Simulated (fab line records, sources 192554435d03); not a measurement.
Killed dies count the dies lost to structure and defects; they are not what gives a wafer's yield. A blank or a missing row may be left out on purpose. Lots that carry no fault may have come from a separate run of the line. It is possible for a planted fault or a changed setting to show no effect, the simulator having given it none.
The tool behind it: which one? | flow n5-finfet | 23 lots, 69 wafers sampled, at 3 steps of a route of 1938

WHAT EACH GAUGE READ, for each wafer
N5_FIN_SAQP_CD_MEAS_37: target cd 8 nm.
lot  | measured    | on        | cd-nm (nm)
L074 | day 2 02:59 | cd-sem-01 | 7.99 7.56 8.22
L075 | day 2 09:08 | cd-sem-01 | 7.74 7.97 8.62
L077 | day 2 21:34 | cd-sem-03 | 8.26 8.09 8.35
L078 | day 3 04:43 | cd-sem-01 | 8.05 8.04 8.16
L079 | day 3 07:46 | cd-sem-03 | 7.81 8.24 8.13
L080 | day 3 14:10 | cd-sem-01 | 8.08 8.06 7.73
L081 | day 3 20:29 | cd-sem-01 | 8.32 7.78 8.09
L082 | day 4 02:15 | cd-sem-02 | 8.20 7.92 8.40
L083 | day 4 08:44 | cd-sem-03 | 8.28 8.51 8.61
L084 | day 4 14:01 | cd-sem-01 | 8.36 8.26 8.32
L085 | day 5 00:31 | cd-sem-03 | 8.09 7.98 8.37
L086 | day 5 05:55 | cd-sem-02 | 8.32 7.75 7.65
L087 | day 5 09:08 | cd-sem-01 | 7.83 8.17 8.27
L088 | day 5 14:11 | cd-sem-03 | 8.15 8.45 8.39
L089 | day 5 20:25 | cd-sem-01 | 8.44 8.10 8.10
L090 | day 6 08:00 | cd-sem-03 | 8.36 8.06 8.03
L091 | day 6 11:08 | cd-sem-01 | 7.92 7.58 8.15
L092 | day 6 14:08 | cd-sem-02 | 8.27 8.41 8.42
L093 | day 7 10:12 | cd-sem-03 | 7.94 8.00 8.42
L094 | day 7 18:06 | cd-sem-02 | 7.82 8.38 8.35
L095 | day 7 19:45 | cd-sem-01 | 7.70 7.90 8.16
L096 | day 7 19:59 | cd-sem-02 | 7.85 8.27 8.25
L097 | day 7 23:08 | cd-sem-03 | 7.89 7.79 7.78

EACH LOT AND THE TOOL THAT RAN IT (in order: tool; ch and the chambers of the sampled wafers; start)
lot  | N5_FIN_SAQP_HM_DEP_72          | N5_FIN_SAQP_STRIP_70
L074 | pecvd-01 ch 0,1, day 1 21:59   | rie-diel-02 ch 1,2,3, day 2 01:45
L075 | pecvd-03 ch 0,1,2, day 2 03:41 | rie-diel-04 ch 1,2, day 2 07:50
L077 | pecvd-03 ch 0,2, day 2 15:28   | rie-diel-02 ch 0,1,2, day 2 19:25
L078 | pecvd-03 ch 1,2, day 3 00:05   | rie-diel-04 ch 0,1,3, day 3 03:32
L079 | pecvd-02 ch 0,1,2, day 3 02:55 | rie-diel-05 ch 0,2, day 3 06:35
L080 | pecvd-02 ch 0,1,2, day 3 09:35 | rie-diel-05 ch 0,1,2, day 3 12:59
L081 | pecvd-01 ch 0,1,2, day 3 15:56 | rie-diel-02 ch 0,2,3, day 3 19:18
L082 | pecvd-03 ch 1,2, day 3 21:19   | rie-diel-04 ch 0,2,3, day 4 00:47
L083 | pecvd-02 ch 1,2, day 4 03:30   | rie-diel-05 ch 2,3, day 4 07:31
L084 | pecvd-02 ch 0,1, day 4 09:26   | rie-diel-02 ch 0,1,3, day 4 12:49
L085 | pecvd-03 ch 0,2, day 4 15:50   | rie-diel-05 ch 0,1,2, day 4 20:28
L086 | pecvd-02 ch 0,1, day 5 00:01   | rie-diel-02 ch 1,3, day 5 04:43
L087 | pecvd-01 ch 0,2, day 5 04:37   | rie-diel-05 ch 1,2, day 5 07:56
L088 | pecvd-03 ch 0,1, day 5 09:15   | rie-diel-04 ch 2,3, day 5 12:56
L089 | pecvd-03 ch 0,1,2, day 5 14:55 | rie-diel-02 ch 0,1,3, day 5 18:49
L090 | pecvd-02 ch 0,1, day 6 00:09   | rie-diel-02 ch 0,3, day 6 06:49
L091 | pecvd-01 ch 0,1,2, day 6 05:36 | rie-diel-04 ch 0,1,3, day 6 09:13
L092 | pecvd-01 ch 0,2, day 6 09:12   | rie-diel-02 ch 1,2,3, day 6 12:57
L093 | pecvd-01 ch 0,1,2, day 7 03:38 | rie-diel-02 ch 0,2,3, day 7 08:50
L094 | pecvd-02 ch 0,1, day 7 11:50   | rie-diel-04 ch 0,2, day 7 15:55
L095 | pecvd-02 ch 0,1, day 7 12:31   | rie-diel-04 ch 0,2, day 7 18:08
L096 | pecvd-03 ch 0,1,2, day 7 13:35 | rie-diel-02 ch 1,2,3, day 7 18:17
L097 | pecvd-03 ch 0,1, day 7 17:59   | rie-diel-05 ch 0,1,2, day 7 21:51
- N5_FIN_SAQP_HM_DEP_72: deposits SiO2 from SiH4/N2O, target thk 12 nm, time 7.2 s.
- N5_FIN_SAQP_STRIP_70: strips in N2/H2.

AS READ BY THE TOOLS THEMSELVES (means over the sampled wafers that have a number; for cases with no such wafer, the mark the record gives instead)
N5_FIN_SAQP_HM_DEP_72.
lot  | tool     | heater-power-w (W) | showerhead-plenum-p-Torr (Torr)
L074 | pecvd-01 | 811                | 8.12
L075 | pecvd-03 | 802                | 8.23
L077 | pecvd-03 | 903                | 8.16
L078 | pecvd-03 | 805                | 8.22
L079 | pecvd-02 | 886                | 8.00
L080 | pecvd-02 | 860                | 8.00
L081 | pecvd-01 | 844                | 8.05
L082 | pecvd-03 | 790                | 8.24
L083 | pecvd-02 | 858                | 7.99
L084 | pecvd-02 | 799                | 7.94
L085 | pecvd-03 | 820                | 8.16
L086 | pecvd-02 | 825                | 7.94
L087 | pecvd-01 | 838                | 8.06
L088 | pecvd-03 | 683                | 8.31
L089 | pecvd-03 | 751                | 8.23
L090 | pecvd-02 | 831                | 7.93
L091 | pecvd-01 | 812                | 8.06
L092 | pecvd-01 | 778                | 8.04
L093 | pecvd-01 | 866                | 8.06
L094 | pecvd-02 | 741                | 7.96
L095 | pecvd-02 | 804                | 7.95
L096 | pecvd-03 | 786                | 8.23
L097 | pecvd-03 | 705                | 8.31

N5_FIN_SAQP_STRIP_70.
lot  | tool        | drypump-motor-current-A (A) | oes-product-au (a.u.) | rf-vpp-V (V) | showerhead-plenum-p-Torr (Torr) | temp-c (C) | throttle-valve-pct (%)
L074 | rie-diel-02 | 5.5                         | 0.77                  | 121.6        | 3.41                            | 40.04      | 19.13
L075 | rie-diel-04 | 6.0                         | 0.76                  | 122.0        | 3.40                            | 39.99      | 18.74
L077 | rie-diel-02 | 5.6                         | 0.82                  | 122.5        | 3.39                            | 39.98      | 18.98
L078 | rie-diel-04 | 5.6                         | 0.72                  | 122.6        | 3.43                            | 40.00      | 18.95
L079 | rie-diel-05 | 5.9                         | 0.76                  | 121.2        | 3.36                            | 39.99      | 18.71
L080 | rie-diel-05 | 6.0                         | 0.84                  | 121.4        | 3.35                            | 39.96      | 18.53
L081 | rie-diel-02 | 5.6                         | 0.81                  | 121.3        | 3.42                            | 40.04      | 19.09
L082 | rie-diel-04 | 5.9                         | 0.72                  | 122.6        | 3.39                            | 40.12      | 18.95
L083 | rie-diel-05 | 5.6                         | 0.76                  | 122.2        | 3.46                            | 40.13      | 18.72
L084 | rie-diel-02 | 5.9                         | 0.80                  | 122.8        | 3.42                            | 39.93      | 18.94
L085 | rie-diel-05 | 6.0                         | 0.81                  | 121.9        | 3.34                            | 40.09      | 18.57
L086 | rie-diel-02 | 5.7                         | 0.75                  | 121.4        | 3.40                            | 40.00      | 19.01
L087 | rie-diel-05 | 5.9                         | 0.80                  | 120.4        | 3.32                            | 40.09      | 18.53
L088 | rie-diel-04 | 5.7                         | 0.71                  | 121.4        | 3.43                            | 39.95      | 19.07
L089 | rie-diel-02 | 5.9                         | 0.79                  | 122.8        | 3.42                            | 40.00      | 18.95
L090 | rie-diel-02 | 5.9                         | 0.77                  | 122.0        | 3.44                            | 40.03      | 19.05
L091 | rie-diel-04 | 5.6                         | 0.70                  | 121.7        | 3.42                            | 40.04      | 18.99
L092 | rie-diel-02 | 5.5                         | 0.74                  | 122.2        | 3.39                            | 39.98      | 19.19
L093 | rie-diel-02 | 5.7                         | 0.78                  | 122.1        | 3.41                            | 40.07      | 19.13
L094 | rie-diel-04 | 6.1                         | 0.70                  | 121.6        | 3.33                            | 40.04      | 18.87
L095 | rie-diel-04 | 6.1                         | 0.70                  | 122.0        | 3.33                            | 40.10      | 18.88
L096 | rie-diel-02 | 5.5                         | 0.73                  | 123.0        | 3.39                            | 39.88      | 19.19
L097 | rie-diel-05 | 6.1                         | 0.79                  | 122.5        | 3.33                            | 39.97      | 18.60

THE ANSWER, worked out from the rows above alone
Rule: the lots themselves supply what counts as usual. The widest of any qualifying gaps counts: lots, ordered by their means at a reading, are off when they make up no more than a third of the lots, leave a main group of 4 or more, and stand apart from it by 3 or more times the standard deviation of that group's means. The tables above print the reading to a certain number of digits; a main group whose means all agree to those digits is not used. Also off: a lot with no number at a reading for which 4 or more lots have one. All remaining lots with rows at the step are treated as sound. After the gauges, taken in route order, come the tools' own readings; for these a lot's mean is taken, as printed above. The first step at which some lot is off is used, and at that step the reading that is off furthest; a lot without a number counts as furthest.
Across all readings shown, no lot is off: no conclusion can be drawn from this.

WHAT THE SIMULATOR PUT IN
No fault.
